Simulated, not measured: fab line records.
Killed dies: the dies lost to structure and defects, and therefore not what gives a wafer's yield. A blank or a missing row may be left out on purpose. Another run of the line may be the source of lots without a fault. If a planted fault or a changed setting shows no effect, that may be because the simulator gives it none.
Comparing a struck lot with a sound one + flow nand harc + 15 steps out of a route of 1159
Sound: these wafers, L582.2, L582.3, L582.5. Wafers L589.3, L589.5, L589.6 were the ones struck. The cause is given at the end.
Each step with rows lists, per side, the tool, then ch with its chambers, then its first start. Under that, the readings that differ: sound wafers + struck wafers + difference of the means + sigmas: that difference in standard deviations of wafers without a fault.
alike: same words and numbers on both sides, and readings whose means sit less than 2 such deviations apart. not compared: any withheld reading, any reading some wafer has no value for, any bound like >300 that may hide the same value, and any number with overlapping values for which the record gives no deviation.
The two part at a step that has a row with sigmas, a row that says differs or no value, or rows on one side only. When numbers do not overlap yet have no deviation, they are printed without sigmas and do not part them. Lack of a reading on every wafer of one side parts them only where that side has two or more wafers.

NHARC_P_GATE_INSPECT_28:
  struck on defect inspect-02, day 6 21:14; sound on defect inspect-02, day 4 20:46
  alike: raw defect count
NHARC_P_GATE_DESCUM_31: chemistry O2, time 3 s.
  sound on rie diel-07 ch 1,3, day 4 20:50; struck on rie diel-02 ch 0,2,3, day 6 21:19
  alike: drypump motor current A, oes product au, rf vpp V, showerhead plenum p Torr, throttle valve pct
  not compared: rf hours counter h
NHARC_P_GATE_ETCH_104: etches the open film in CF4/CHF3, target depth 60 nm.
  sound on rie diel-07 ch 0,1,2, day 4 20:55; struck on rie diel-02 ch 1,2, day 6 21:23
  alike: bias w, drypump motor current A, oes product au, rf vpp V, showerhead plenum p Torr, throttle valve pct
NHARC_P_GATE_HM_OPEN_105: chemistry O2/COS, target depth 360 nm.
  sound: rie diel-07 ch 0,1; struck: rie diel-02 ch 0,1,2
  alike: bias w, drypump motor current A, oes product au, rf vpp V, showerhead plenum p Torr, throttle valve pct
  not compared: rf hours counter h
then, 3 steps without rows for these wafers: NHARC_P_GATE_STRIP_106 (strips in O2/COS); NHARC_P_GATE_ETCH_114 (etches the open film in CF4/O2, target depth 30 nm, overetch 3 nm, time 16.5 s); NHARC_P_GATE_ETCH_32 (etches the open film in HBr/Cl2, target depth 150 nm, time 100.1 s).
NHARC_P_GATE_STRIP_108: strips in O2.
  sound on rie diel-04 ch 0,3, day 4 21:29; struck on rie diel-04 ch 2,3, day 6 21:56
  alike: drypump motor current A, oes product au, rf vpp V, showerhead plenum p Torr, throttle valve pct
  not compared: rf hours counter h
NHARC_P_GATE_CD_MEAS_33:
  struck on cd sem-01, day 6 22:06; sound on cd sem-01, day 4 21:40
  alike: cd nm
then, 3 steps without rows for these wafers: NHARC_P_GATE_STRIP_35 (strips in SPM, time 600 s); NHARC_P_GATE_PRECLEAN_73 (cleans in SC1); NHARC_P_GATE_SRD_74.
NHARC_P_GATE_ALD_36: deposits SiNx, target thk 20 nm, pulse time 60 s, ald cycles 223.
  sound on ald sin-03 ch 0,2, day 4 23:11; struck on ald sin-03 ch 0,2,3, day 7 00:42
| reading    | sound       | struck      | difference | sigmas |
|------------|-------------|-------------|------------|--------|
| ald cycles | 223 223 223 | 205 205 205 | -18        |        |
  alike: heater power w, precursor pulse height rel
NHARC_P_GATE_ETCHBACK_37: etches the open film in CHF3/O2, target depth 34.5 nm, time 17.2 s.
  sound: rie diel-02 ch 1,2,3; struck: rie diel-07 ch 2,3
| reading               | sound          | struck         | difference | sigmas |
|-----------------------|----------------|----------------|------------|--------|
| oes product au (a.u.) | 0.98 1.01 1.01 | 0.95 0.91 0.94 | -0.07      | -2     |
  alike: bias w, drypump motor current A, rf vpp V, showerhead plenum p Torr, throttle valve pct
  not compared: rf hours counter h
following that, these wafers have no rows for 1 step: NHARC_END_SORT_01.

## WHERE THEY PART
NHARC_P_GATE_ETCHBACK_37 only, going by this record.

WHY: what had been put in by the simulator
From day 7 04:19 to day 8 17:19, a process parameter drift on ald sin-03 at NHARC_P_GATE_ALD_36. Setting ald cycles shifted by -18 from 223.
